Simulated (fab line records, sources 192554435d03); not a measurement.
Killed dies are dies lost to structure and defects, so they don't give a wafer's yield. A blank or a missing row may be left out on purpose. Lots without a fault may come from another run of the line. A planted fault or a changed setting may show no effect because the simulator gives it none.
Chamber matching | flow n5_finfet | N5_BEOL_M3_DEP_57 on pecvd-02: 3 sister chambers
The step deposits SiCN from 3MS/NH3, target thk 8 nm, time 14 s. 14 wafers are shown with their chamber, then 7 later ones without.

WAFERS WITH THEIR CHAMBER
wafer  | chamber | showerhead_vpp_V (V) | showerhead_plenum_p_Torr (Torr) | throttle_valve_pct (%)
L075.2 | 0       | 902                  | 3.676                           | 9.5
L075.4 | 0       | 910                  | 3.674                           | 9.1
L075.5 | 2       | 898                  | 3.654                           | 8.8
L078.4 | 2       | 947                  | 3.654                           | 8.5
L078.5 | 1       | 839                  | 3.657                           | 9.1
L078.6 | 0       | 899                  | 3.665                           | 9.2
L079.1 | 2       | 910                  | 3.659                           | 9.1
L079.3 | 0       | 906                  | 3.670                           | 9.0
L079.4 | 2       | 913                  | 3.650                           | 9.0
L083.2 | 2       | 922                  | 3.652                           | 9.0
L083.3 | 0       | 898                  | 3.667                           | 8.9
L083.4 | 0       | 899                  | 3.673                           | 9.2
L085.1 | 1       | 834                  | 3.660                           | 8.8
L085.2 | 2       | 920                  | 3.650                           | 9.0

SIGNATURES (means of the wafers above)
reading                  | chamber 0 | chamber 1 | chamber 2 | scatter within a chamber
showerhead_vpp_V         | 902.33    | 836.50    | 918.33    | 11.6
showerhead_plenum_p_Torr | 3.67083   | 3.65850   | 3.65317   | 0.00372
throttle_valve_pct       | 9.150     | 8.950     | 8.900     | 0.213
Rule: a wafer's distance from a chamber is the root of the sum, over the readings, of the square of ((its reading less the chamber's mean) divided by the reading's scatter). The wafer belongs to the nearest chamber; if the next one is less than 2 further off, it can't be placed. The scatter: the root of (the sum of the squares of (reading less its chamber's mean) over the shown wafers, divided by (wafers less chambers)).

WAFERS WITHOUT THEIR CHAMBER
wafer  | showerhead_vpp_V (V) | showerhead_plenum_p_Torr (Torr) | throttle_valve_pct (%)
L085.6 | 845                  | 3.658                           | 8.7
L091.1 | 896                  | 3.653                           | 9.1
L091.2 | 896                  | 3.672                           | 9.4
L091.3 | 829                  | 3.660                           | 8.7
L097.3 | 823                  | 3.659                           | 8.8
L097.4 | 900                  | 3.663                           | 9.0
L097.5 | 908                  | 3.670                           | 9.7

WHICH CHAMBER EACH WENT THROUGH
wafer  | from the rows above     | in truth
L085.6 | 1                       | 1
L091.1 | 2                       | 2
L091.2 | 0                       | 0
L091.3 | 1                       | 1
L097.3 | 1                       | 1
L097.4 | can't be placed: 0 or 2 | 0
L097.5 | 0                       | 0
Placed correctly: 6 of 7. Can't be placed from these rows: 1 (the true chamber is among the candidates in 1). Placed wrongly: 0.
